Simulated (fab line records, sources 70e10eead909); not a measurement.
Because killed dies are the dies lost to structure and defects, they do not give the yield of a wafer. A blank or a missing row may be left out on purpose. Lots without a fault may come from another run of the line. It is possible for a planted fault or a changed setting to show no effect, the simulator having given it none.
fab line records	flow nand_harc
record: lots: 6	wafers: 18	last_day: 33
route steps=1302 shown P_M0@282 P_M1@285
lots untouched by any fault: they come from a run of this same line in which no faults occurred
start_h: hours from the record's first day to the start of the lot's first wafer shown	wait_h: how many hours have passed since the lot's step before this one	" unchanged from the row above	L1.1+2: several wafers, shown together as one row	- no value, or no start was given	* or withheld: withheld	< > ~ a bound
route shown NAME@n: NAME is a module with steps in the file, n the number in the route of the first one	usual: mean/standard deviation of fault-free wafers	same: alike in all rows	chamber/n: place in a boat	sites: per-site readings	_std_site: standard deviation of those values	_edge_site: mean of outer sites minus mean of inner sites	radius_mm: how far each site lies from the wafer's centre	mask NAME#n: copy n	behind: the last tool/chamber to shape the wafer	hold: the reason the lot was held/the length of the hold in hours/how it ended	device: which transistor (n, p or np) failed to switch	end of line: the tests these same wafers got at the end of their route	for a step that has no rows: nothing shown but its recipe	killed: at the first sort, the dies lost to defects and structure; wafer yield is something else	map: the dies of a wafer, with x for killed, . for not killed, _ for no die there
set.NAME: the setting the step ran with; set.NAME@STEP: the setting that earlier step ran with	model.NAME: the simulator's own value behind a step, which no gauge read
lots seen at some steps along the route; tables by step, rows by wafer
services: from which hour (start_h, from the record's first day; less than 0 if before it) a tool's chamber was out of use, for how many hours, and why
== steps ==
step: NHARC_P_M0_INSPECT_27
usual: raw_defect_count: 335/130
lot.wafer	tool	chamber	start_h	wait_h	raw_defect_count
L109.1	defect_inspect-02	-	182.52	0.0	294
L109.2	"	-	"	"	214
L109.6	"	-	"	"	282
L114.1	defect_inspect-02	-	244.72	0.0	322
L114.3	"	-	"	"	353
L114.4	"	-	"	"	304
L115.1	defect_inspect-02	-	250.12	0.0	251
L115.2	"	-	"	"	228
L115.6	"	-	"	"	501
L117.1	defect_inspect-02	-	266.17	0.0	397
L117.4	"	-	"	"	488
L117.6	"	-	"	"	323
L122.2	defect_inspect-02	-	316.24	0.0	221
L122.4	"	-	"	"	171
L122.5	"	-	"	"	153
L125.1	defect_inspect-01	-	349.30	0.0	282
L125.3	"	-	"	"	204
L125.5	"	-	"	"	316
step: NHARC_P_M0_PRE_CLEAN_31
recipe: time_s: 12	temp_c: 370	rf_power_w: 300	gas: NH3
usual: heater_power_w: 655/91
lot.wafer	tool	chamber	start_h	wait_h	heater_power_w
L109.1	pecvd-03	2	182.58	0.1	705
L109.2	"	0	"	"	684
L109.6	"	2	"	"	712
L114.1	pecvd-03	2	244.79	0.1	745
L114.3	"	1	"	"	658
L114.4	"	2	"	"	736
L115.1	pecvd-02	0	250.19	0.1	546
L115.2	"	2	"	"	856
L115.6	"	1	"	"	616
L117.1	pecvd-04	0	266.24	0.1	776
L117.4	"	0	"	"	751
L117.6	"	2	"	"	669
L122.2	pecvd-02	2	316.32	0.1	731
L122.5	"	2	"	"	730
L122.4	"	0	"	"	529
L125.3	pecvd-03	0	349.38	0.1	596
L125.1	"	1	"	"	699
L125.5	"	1	"	"	698
step: NHARC_P_M0_DEP_32
recipe: target_thk_a: 300	temp_c: 370	target_thk_nm: 30	pressure_torr: 3	flow_sccm: 200	rf_w: 450	material: SiCN
usual: heater_power_w: 605/100	showerhead_vpp_V: 1300/55
lot.wafer	tool	chamber	start_h	wait_h	heater_power_w	showerhead_vpp_V
L109.1	pecvd-03	2	182.70	0.1	545	1307
L109.2	"	0	"	"	604	1328
L109.6	"	2	"	"	559	1326
L114.1	pecvd-03	2	244.87	0.1	710	1300
L114.3	"	1	"	"	585	1240
L114.4	"	2	"	"	725	1307
L115.1	pecvd-02	0	250.27	0.1	484	1277
L115.2	"	2	"	"	762	1406
L115.6	"	1	"	"	642	1289
L117.1	pecvd-04	0	266.32	0.1	733	1275
L117.4	"	0	"	"	604	1269
L117.6	"	2	"	"	547	1369
L122.2	pecvd-02	2	316.43	0.1	798	1387
L122.5	"	2	"	"	792	1435
L122.4	"	0	"	"	506	1269
L125.3	pecvd-03	0	349.49	0.1	537	1317
L125.1	"	1	"	"	620	1212
L125.5	"	1	"	"	620	1236
step: NHARC_P_M1_DEP_00
recipe: target_thk_a: 1825	target_thk_nm: 182.5	temp_c: withheld	pressure_torr: 5	flow_sccm: 200	rf_w: 600	material: SiOC
step: NHARC_P_M1_DEHYDRATE_01
recipe: temp_c: 150	time_s: 120
step: NHARC_P_M1_HMDS_02
recipe: time_s: 30
step: NHARC_P_M1_COAT_34
recipe: temp_c: 200	time_s: 65
step: NHARC_P_M1_COAT_03
recipe: spin_rpm: 1500	resist_thk_nm: 90
step: NHARC_P_M1_SOFTBAKE_04
recipe: temp_c: 105	time_s: 55
step: NHARC_P_M1_EBR_05
step: NHARC_P_M1_EXPOSE_06
recipe: na: 1.35	target_cd_nm: 130	dose_mj: 81.88	mask_id: P_M1
step: NHARC_P_M1_PEB_07
recipe: peb_temp_c: 100	peb_time_s: 65
step: NHARC_P_M1_DEVELOP_08
recipe: develop_time_s: 35	dev_temp_c: 23
usual: chill_plate_temp_C: 22.98/0.12	develop_time_s: 35/0
lot.wafer	tool	chamber	start_h	wait_h	chill_plate_temp_C	develop_time_s
L109.1	litho_track-01	0	184	-	22.82	35
L109.2	"	0	"	"	22.83	35
L109.6	"	0	"	"	22.80	35
L114.1	litho_track-06	0	246	-	22.99	35
L114.3	"	0	"	"	23.08	35
L114.4	"	0	"	"	23.11	35
L115.1	litho_track-04	-	251	-	-	-
L115.2	"	-	"	"	-	-
L115.6	"	-	"	"	-	-
L117.1	litho_track-01	-	267	-	-	-
L117.4	"	-	"	"	-	-
L117.6	"	-	"	"	-	-
L122.2	litho_track-04	0	317	-	23.09	35
L122.4	"	0	"	"	23.09	35
L122.5	"	0	"	"	22.98	35
L125.1	litho_track-06	0	350	-	22.86	35
L125.3	"	0	"	"	22.83	35
L125.5	"	0	"	"	22.84	35
step: NHARC_P_M1_CD_MEAS_09
recipe: target_cd_nm: 130	landing_energy_ev: 500
usual: cd_nm: 130.3/0.8
lot.wafer	tool	chamber	start_h	wait_h	cd_nm
L109.1	cd_sem-01	0	184.08	-	131.0
L109.2	"	0	"	"	130.8
L109.6	"	0	"	"	131.6
L114.1	cd_sem-03	0	246.09	-	130.3
L114.3	"	0	"	"	129.4
L114.4	"	0	"	"	129.5
L115.1	cd_sem-03	0	251.49	-	-
L115.2	"	0	"	"	-
L115.6	"	0	"	"	-
L117.1	cd_sem-03	0	267.44	-	-
L117.4	"	0	"	"	-
L117.6	"	0	"	"	-
L122.2	cd_sem-01	0	317.61	-	130.3
L122.4	"	0	"	"	130.8
L122.5	"	0	"	"	130.5
L125.1	cd_sem-02	0	350.68	-	130.9
L125.3	"	0	"	"	131.0
L125.5	"	0	"	"	130.1
== services ==
tool	chamber	start_h	hours	kind
pecvd-03	1	178.62	7.4	repair
litho_track-06	-	179.00	7.0	pm
pecvd-03	-	185.09	13.0	pm
pecvd-03	0	185.09	13.0	vent_cycle
pecvd-03	2	185.09	13.0	vent_cycle
pecvd-03	0	198.09	-	clean
pecvd-03	1	198.09	-	clean
pecvd-03	2	198.09	-	clean
litho_track-04	-	203.00	7.0	pm
pecvd-02	-	227.00	13.0	pm
pecvd-02	0	227.00	13.0	vent_cycle
pecvd-02	1	227.00	13.0	vent_cycle
pecvd-02	2	227.00	13.0	vent_cycle
pecvd-02	0	240.00	-	clean
pecvd-02	1	240.00	-	clean
pecvd-02	2	240.00	-	clean
pecvd-04	-	269.12	13.0	pm
pecvd-04	0	269.12	13.0	vent_cycle
pecvd-04	1	269.12	13.0	vent_cycle
pecvd-04	2	269.12	13.0	vent_cycle
pecvd-04	-	297.92	3.2	repair
litho_track-01	-	330.00	7.0	pm
pecvd-03	-	341.62	1.5	repair
pecvd-04	1	348.25	4.9	repair
== key ==
first_sign: step: NHARC_P_M1_DEVELOP_08	reading: tool_record	direction: missing
effect none on later readings
met_at NHARC_P_M1_DEVELOP_08
struck_wafers L115.1,L115.2,L115.6,L117.1,L117.4,L117.6
later_rows_left_out L115.1,L115.2,L115.6,L117.1,L117.4,L117.6
sort_left_out L115.1,L115.2,L115.6,L117.1,L117.4,L117.6
onset_between 184 251
fault: kind: skipped_step_whole	tool: litho_track-01,litho_track-04	chamber: -	onset_h: 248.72	steps: NHARC_P_M1_DEVELOP_08	scope: struck_lots_only
sort_left_out: the simulated sort isn't trusted on such a fault, so these wafers' sort isn't shown, and their yield isn't known
later_rows_left_out: the simulator's readings of these wafers behind a module that went badly wrong aren't trusted and aren't shown, but for the sort
